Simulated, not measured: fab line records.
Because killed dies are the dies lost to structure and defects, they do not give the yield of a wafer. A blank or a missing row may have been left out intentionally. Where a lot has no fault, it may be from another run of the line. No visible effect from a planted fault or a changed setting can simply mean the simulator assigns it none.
Which tool was responsible?    flow n5_finfet    10 lots with 29 wafers sampled at 5 steps, on a route of 1938 steps

WHAT EACH GAUGE READ, for each wafer
N5_BEOL_M4_INSPECT_59: inspects for defects (darkfield).
lot   measured      on                 raw_defect_count
L168  day 7 22:13   defect_inspect-01  91 108 70
L169  day 8 03:23   defect_inspect-01  41 66 43
L174  day 9 06:45   defect_inspect-02  60 53 103
L175  day 9 06:58   defect_inspect-02  43 33 44
L177  day 10 04:42  defect_inspect-01  76 86 75
L178  day 10 11:16  defect_inspect-02  60 62 68
L181  day 11 04:46  defect_inspect-02  61 58
L184  day 11 15:34  defect_inspect-01  74 78 81
L187  day 12 18:45  defect_inspect-02  51 104 99
L189  day 13 21:14  defect_inspect-02  79 48 46

N5_BEOL_M4_RC_MEAS_101.
lot   measured      on         DIBL_N (mV/V)   DIBL_P (mV/V)   IOFF_N (nA/um)     IOFF_P (nA/um)  IOFF_P_85C (nA/um)  IOFF_P_LIN (nA/um)  IOFF_P_LONG (nA/um)         ION_N (uA/um)  ION_P (uA/um)  REXT_P (ohm.um)    SS_N (mV/dec)   SS_P (mV/dec)   VT_N (mV)          VT_P (mV)       VT_P_LVT (mV)
L168  day 7 22:14   prober-01  33.2 34.0 32.9  33.2 35.0 32.9  0.118 0.134 0.122  0.19 0.22 0.19  3.3 3.8 3.3         0.095 0.106 0.094   0.000116 0.000124 0.000121  664 661 661    460 466 459    97.3 96.0 97.6     70.7 71.5 71.3  72.6 73.1 72.2  253.6 251.4 250.9  -248 -249 -250  -97.6 -96.3 -98.6
L169  day 8 03:34   prober-01  37.4 34.4 35.2  38.9 35.6 35.5  0.206 0.145 0.154  0.25 0.19 0.19  4.1 3.4 3.3         0.107 0.092 0.089   0.0001 0.000101 0.000101    692 676 664    463 462 451    101.8 101.1 102.8  72.8 71.5 71.9  74.3 73.1 72.6  244.1 248.1 248.0  -251 -254 -255  -98.5 -100.3 -101.5
L174  day 9 06:56   prober-02  36.3 36.4 36.9  36.8 36.8 38.2  0.176 0.164 0.171  0.18 0.18 0.22  3.2 3.3 3.6         0.086 0.087 0.097   9.3e-05 9.5e-05 9.1e-05     673 676 683    447 449 455    102.0 101.2 99.8   72.0 72.0 72.6  73.6 73.6 73.5  248.2 250.7 250.2  -254 -252 -252  -103.3 -103.4 -102.1
L175  day 9 07:34   prober-01  38.1 35.9 37.8  35.7 33.7 36.1  0.166 0.131 0.174  0.20 0.18 0.21  3.5 3.3 3.8         0.097 0.092 0.103   0.00011 0.000115 0.00011    666 671 684    453 460 466    98.4 96.1 97.7     71.7 71.0 72.0  73.3 72.3 73.2  248.8 252.3 247.9  -252 -249 -250  -99.4 -99.8 -97.5
L177  day 10 04:53  prober-02  35.7 33.3 36.9  35.6 33.7 36.3  0.161 0.131 0.187  0.20 0.17 0.21  3.5 3.1 3.6         0.094 0.086 0.097   0.000107 0.000106 0.000106  671 672 679    455 459 455    100.5 99.6 98.6    71.8 70.0 71.9  72.6 72.1 73.8  251.7 255.0 249.4  -250 -253 -249  -98.4 -99.8 -97.0
L178  day 10 11:17  prober-02  37.7 37.4 36.4  36.6 37.4 51.5  0.169 0.162 0.149  0.22 0.24 1.18  3.9 4.2 15.9        0.105 0.112 0.405   0.000111 0.000112 0.000133  674 676 675    460 470 537    99.2 96.9 79.6     71.1 71.4 71.5  73.6 72.9 76.4  249.1 249.4 248.8  -251 -247 -219  -99.4 -98.4 -71.0
L181  day 11 04:56  prober-02  35.7 36.5       53.6 55.2       0.139 0.158        1.43 1.73       18.2 21.5           0.443 0.490         0.000144 0.000142           675 678        548 546        77.5 78.2          71.6 70.7       77.1 79.0       252.3 249.6        -219 -215       -66.7 -64.9
L184  day 11 15:35  prober-02  36.1 35.4 37.2  36.2 51.8 38.5  0.161 0.151 0.198  0.22 1.19 0.26  3.8 15.6 4.2        0.106 0.414 0.117   0.000116 0.00014 0.000114   682 681 694    473 541 471    98.8 79.7 99.3     72.0 71.7 71.3  72.8 76.8 72.9  248.9 250.4 244.0  -245 -216 -246  -98.0 -66.9 -95.0
L187  day 12 18:56  prober-02  37.5 34.7 36.6  34.8 31.6 34.2  0.156 0.118 0.154  0.19 0.15 0.19  3.4 2.9 3.4         0.091 0.079 0.091   0.000101 0.0001 0.000101    660 643 677    450 447 460    104.0 104.1 103.9  71.6 71.4 70.9  73.1 72.4 73.1  251.8 254.1 250.6  -251 -255 -256  -100.7 -103.8 -100.2
L189  day 13 21:15  prober-01  37.1 35.3 36.2  36.8 34.9 36.0  0.195 0.147 0.178  0.23 0.19 0.22  4.0 3.4 3.8         0.109 0.095 0.104   0.000106 0.000109 0.000109  678 672 677    461 457 463    101.1 102.7 102.2  71.9 71.5 72.2  72.9 72.3 72.4  247.2 251.9 249.4  -250 -253 -250  -97.9 -100.0 -98.4

EACH LOT AND THE TOOL THAT RAN IT (in order: tool; ch and the chambers of the sampled wafers; start)
lot   N5_SD_EPI_P_VAPOR_ETCH_44       N5_BEOL_M4_ALD_84                    N5_BEOL_M4_SPUTTER_79
L168  epi_rpcvd-04 ch 0, day 3 09:14  ald_metal-01 ch 0,1,3, day 7 18:31   pvd_sputter-03, day 7 19:33
L169  epi_rpcvd-04 ch 0, day 3 14:53  ald_metal-01 ch 0,1, day 7 21:42     pvd_sputter-03, day 8 00:45
L174  epi_rpcvd-04 ch 0, day 4 19:09  ald_metal-03 ch 0,1,3, day 9 01:32   pvd_sputter-01, day 9 04:07
L175  epi_rpcvd-04 ch 0, day 5 02:40  ald_metal-01 ch 1,2,3, day 9 01:35   pvd_sputter-02, day 9 04:10
L177  epi_rpcvd-01 ch 0, day 5 14:23  ald_metal-01 ch 0,2,3, day 10 01:08  pvd_sputter-02, day 10 02:01
L178  epi_rpcvd-04 ch 0, day 5 21:00  ald_metal-03 ch 0,1,3, day 10 07:37  pvd_sputter-03, day 10 08:30
L181  epi_rpcvd-04 ch 0, day 6 12:14  ald_metal-03 ch 0,3, day 11 01:22    pvd_sputter-02, day 11 02:08
L184  epi_rpcvd-04 ch 0, day 7 08:23  ald_metal-01 ch 2,3, day 11 11:51    pvd_sputter-03, day 11 12:56
L187  epi_rpcvd-02 ch 0, day 8 04:47  ald_metal-02 ch 0,1,3, day 12 15:04  pvd_sputter-01, day 12 15:49
L189  epi_rpcvd-01 ch 0, day 8 21:30  ald_metal-01 ch 0,2,3, day 13 16:04  pvd_sputter-03, day 13 18:25
- N5_SD_EPI_P_VAPOR_ETCH_44: etches SiGe30 in NF3/Ar, time 3.3 s.
- N5_BEOL_M4_ALD_84: deposits TaN, pulse time 2 s, purge time 3 s, co reactant purge time 2 s.
- N5_BEOL_M4_SPUTTER_79: material Cu, target thk 4.5 nm, time 8.29 s.

AS READ BY THE TOOLS THEMSELVES (means over the sampled wafers that have a number; for cases with no such wafer, the mark the record gives instead)
N5_SD_EPI_P_VAPOR_ETCH_44.
lot   tool          susceptor_temp_C (C)
L168  epi_rpcvd-04  24.93
L169  epi_rpcvd-04  25.05
L174  epi_rpcvd-04  25.06
L175  epi_rpcvd-04  25.00
L177  epi_rpcvd-01  24.99
L178  epi_rpcvd-04  25.12
L181  epi_rpcvd-04  24.98
L184  epi_rpcvd-04  25.05
L187  epi_rpcvd-02  25.02
L189  epi_rpcvd-01  24.94

N5_BEOL_M4_ALD_84.
lot   tool          heater_power_w (W)  precursor_vessel_pressure_torr (Torr)  susceptor_temp_C (C)
L168  ald_metal-01  424                 26.25                                  274.94
L169  ald_metal-01  447                 26.21                                  274.86
L174  ald_metal-03  416                 26.23                                  275.01
L175  ald_metal-01  408                 26.21                                  274.74
L177  ald_metal-01  428                 26.28                                  275.17
L178  ald_metal-03  414                 26.26                                  274.88
L181  ald_metal-03  400                 26.29                                  275.10
L184  ald_metal-01  410                 26.27                                  274.97
L187  ald_metal-02  396                 26.27                                  274.94
L189  ald_metal-01  430                 26.22                                  275.10

N5_BEOL_M4_SPUTTER_79.
lot   tool            chuck_gas_flow_sccm (sccm)  susceptor_temp_C (C)  throttle_valve_pct (%)
L168  pvd_sputter-03  1.27                        -20.07                29.0
L169  pvd_sputter-03  1.21                        -20.02                29.3
L174  pvd_sputter-01  1.26                        -19.81                29.9
L175  pvd_sputter-02  1.32                        -20.07                30.2
L177  pvd_sputter-02  1.23                        -20.15                30.2
L178  pvd_sputter-03  1.25                        -20.04                28.2
L181  pvd_sputter-02  1.25                        -20.02                30.4
L184  pvd_sputter-03  1.28                        -20.08                28.5
L187  pvd_sputter-01  1.23                        -19.96                30.6
L189  pvd_sputter-03  1.24                        -19.95                28.2

THE ANSWER, worked out from the rows above alone
Rule: the usual values come from the lots themselves. The widest of any qualifying gaps counts: lots, ordered by their means at a reading, are off when they make up no more than a third of the lots, leave a main group of 4 or more, and stand apart from it by 3 or more times the standard deviation of that group's means. If all means in a main group match to the digits the tables above print for the reading, that group is not used. Also off: a lot with no number at a reading for which 4 or more lots have one. Any other lot the step has rows for is counted as sound. After the gauges, taken in route order, come the tools' own readings; for these a lot's mean is taken, as printed above. The first step at which some lot is off is used, and at that step the reading that is off furthest; a lot without a number counts as furthest.
Off: L178, L181, L184, at N5_BEOL_M4_RC_MEAS_101 (IOFF_P). The main group has a mean of 0.20 nA/um with a standard deviation of 0.011.
A tool fits if, at a process step before that reading, it ran every lot that is off, and no sound lot after the first of them. The gauges at N5_BEOL_M4_RC_MEAS_101 are tried like those tools. One candidate fits, namely epi_rpcvd-04 at N5_SD_EPI_P_VAPOR_ETCH_44. A fault onset in the window from L175 (day 5 02:40, its last sound lot) to L178 (day 5 21:00, its first lot off) fits.

WHAT THE SIMULATOR HAD PUT IN
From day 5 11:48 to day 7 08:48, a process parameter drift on epi_rpcvd-04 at N5_SD_EPI_P_VAPOR_ETCH_44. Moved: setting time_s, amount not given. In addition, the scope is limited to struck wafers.
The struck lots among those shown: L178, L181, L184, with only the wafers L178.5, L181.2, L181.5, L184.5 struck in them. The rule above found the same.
